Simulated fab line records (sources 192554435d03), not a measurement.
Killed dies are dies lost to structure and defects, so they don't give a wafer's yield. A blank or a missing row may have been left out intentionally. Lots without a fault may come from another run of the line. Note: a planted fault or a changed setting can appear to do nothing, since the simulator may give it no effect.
Chamber matching | flow n5Finfet | 4 sister chambers for N5_ZERO_LAYER_DESCUM_16 on rieDiel-01
The step chemistry O2, time 7.9 s. 4 wafers are shown with their chamber, then 12 later ones without.

## EACH WAFER AND ITS CHAMBER
wafer  | chamber | throttleValvePct (%)
L090.6 | 1       | 20.27
L091.1 | 2       | 20.68
L091.2 | 3       | 20.84
L091.3 | 0       | 20.69

## WAFERS WITH NO CHAMBER GIVEN
wafer  | throttleValvePct (%)
L092.2 | 20.69
L092.4 | 20.85
L092.6 | 20.69
L093.2 | 20.70
L093.3 | 20.85
L093.6 | 20.85
L094.3 | 20.69
L094.4 | 20.67
L094.5 | 20.68
L095.2 | 20.69
L095.5 | 20.70
L095.6 | 20.88

## WHICH CHAMBER EACH WENT THROUGH
wafer  | from the rows above     | in truth
L092.2 | can't be placed: 0 or 2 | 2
L092.4 | 3                       | 3
L092.6 | can't be placed: 0 or 2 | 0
L093.2 | can't be placed: 0 or 2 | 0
L093.3 | 3                       | 3
L093.6 | 3                       | 3
L094.3 | can't be placed: 0 or 2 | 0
L094.4 | can't be placed: 2 or 0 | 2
L094.5 | can't be placed: 2 or 0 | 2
L095.2 | can't be placed: 0 or 2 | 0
L095.5 | can't be placed: 0 or 2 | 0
L095.6 | 3                       | 3
Correctly placed: 4 of 12. Unplaceable from these rows: 8, with the true chamber sitting among the candidates in 8. Placed wrongly: 0.
How it was worked out, from the rows above alone: a wafer's distance from a chamber is the root of the sum, over the readings, of the square of ((its reading less the chamber's mean) divided by the reading's scatter). If the next closest chamber is less than 2 further off than the closest, the wafer can't be placed; otherwise it belongs to the closest. A chamber's mean is the mean of its shown wafers. The scatter: root of mean squared gap, hidden wafer to nearest shown wafer, with one shown wafer a chamber.
